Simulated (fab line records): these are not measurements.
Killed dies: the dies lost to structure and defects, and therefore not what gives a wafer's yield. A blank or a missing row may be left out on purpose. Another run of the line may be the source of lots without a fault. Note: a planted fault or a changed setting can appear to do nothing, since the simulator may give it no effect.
Chamber matching / flow nand harc / NHARC_A_STAIRCASE_DEP_471 on pecvd-04 has 3 sister chambers
The step deposits SiO2, target thk 100 nm. 6 wafers are shown with their chamber, then 8 later ones without.

## WAFERS PAIRED WITH THEIR CHAMBERS
wafer=L081.5; chamber=0; throttle valve pct (%)=15.4; heater power w (W)=650
wafer=L083.2; chamber=0; throttle valve pct (%)=15.4; heater power w (W)=631
wafer=L085.1; chamber=2; throttle valve pct (%)=16.2; heater power w (W)=498
wafer=L090.4; chamber=2; throttle valve pct (%)=16.4; heater power w (W)=534
wafer=L090.5; chamber=1; throttle valve pct (%)=15.1; heater power w (W)=430
wafer=L091.1; chamber=1; throttle valve pct (%)=15.0; heater power w (W)=484

## WAFERS MISSING THEIR CHAMBER
wafer=L091.2; throttle valve pct (%)=15.4; heater power w (W)=610
wafer=L091.3; throttle valve pct (%)=16.7; heater power w (W)=412
wafer=L097.2; throttle valve pct (%)=15.9; heater power w (W)=591
wafer=L097.5; throttle valve pct (%)=16.0; heater power w (W)=588
wafer=L097.6; throttle valve pct (%)=14.9; heater power w (W)=539
wafer=L096.1; throttle valve pct (%)=15.0; heater power w (W)=538
wafer=L096.2; throttle valve pct (%)=16.0; heater power w (W)=571
wafer=L096.6; throttle valve pct (%)=14.9; heater power w (W)=396

## WHICH CHAMBER EACH ONE RAN IN
wafer=L091.2; from the rows above=0; in truth=0
wafer=L091.3; from the rows above=2; in truth=2
wafer=L097.2; from the rows above=can't be placed: 2 or 0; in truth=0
wafer=L097.5; from the rows above=2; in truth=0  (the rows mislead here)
wafer=L097.6; from the rows above=1; in truth=1
wafer=L096.1; from the rows above=1; in truth=1
wafer=L096.2; from the rows above=2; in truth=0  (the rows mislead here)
wafer=L096.6; from the rows above=1; in truth=1
Correct placement for 5 of the 8. Can't be placed from these rows: 1 (the true chamber is among the candidates in 1). Number placed wrongly: 2.
How it was worked out, from the rows above alone: a wafer's distance from a chamber is the root of the sum, over the readings, of the square of ((its reading less the chamber's mean) divided by the reading's scatter). If the next closest chamber is less than 2 further off than the closest, the wafer can't be placed; otherwise it belongs to the closest. The mean given for a chamber averages the wafers shown for that chamber. The scatter: the root of (the sum of the squares of (reading less its chamber's mean) over the shown wafers, divided by (wafers less chambers)).
